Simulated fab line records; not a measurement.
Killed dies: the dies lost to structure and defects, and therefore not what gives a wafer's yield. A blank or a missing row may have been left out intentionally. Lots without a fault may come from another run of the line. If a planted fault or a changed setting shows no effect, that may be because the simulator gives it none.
Chamber matching ; flow nand harc ; NHARC_A_STAIRCASE_DESCUM_312 on rie diel-11 has 4 sister chambers
The step chemistry O2, time 3 s. 4 wafers are shown with their chamber, then 8 later ones without.

== WAFERS WITH THEIR CHAMBER ==
wafer;chamber;showerhead plenum p Torr (Torr)
L078.6;0;1.97
L080.1;1;1.99
L080.2;3;1.89
L080.3;2;1.96

== WAFERS MISSING THEIR CHAMBER ==
wafer;showerhead plenum p Torr (Torr)
L082.2;1.89
L082.6;1.97
L089.1;1.96
L089.2;1.98
L089.5;1.88
L093.1;1.98
L093.4;1.88
L093.6;1.96

== THE CHAMBER EACH PASSED THROUGH ==
wafer;from the rows above;in truth
L082.2;3;3
L082.6;can't be placed: 0 or 2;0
L089.1;can't be placed: 2 or 0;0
L089.2;can't be placed: 0 or 1 or 2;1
L089.5;3;3
L093.1;can't be placed: 0 or 1 or 2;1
L093.4;3;3
L093.6;can't be placed: 2 or 0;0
Correctly placed: 3 of 8. Unplaceable from these rows: 5, with the true chamber sitting among the candidates in 5. Placed wrongly: 0.
How it was worked out, from the rows above alone: a wafer's distance from a chamber is the root of the sum, over the readings, of the square of ((its reading less the chamber's mean) divided by the reading's scatter). The wafer belongs to the nearest chamber; if the next one is less than 2 further off, it can't be placed. For every chamber, the mean is computed from those of its wafers that are shown. The scatter (one wafer shown for each chamber): square how far every hidden wafer sits from the nearest shown wafer, average those squares and take the square root.
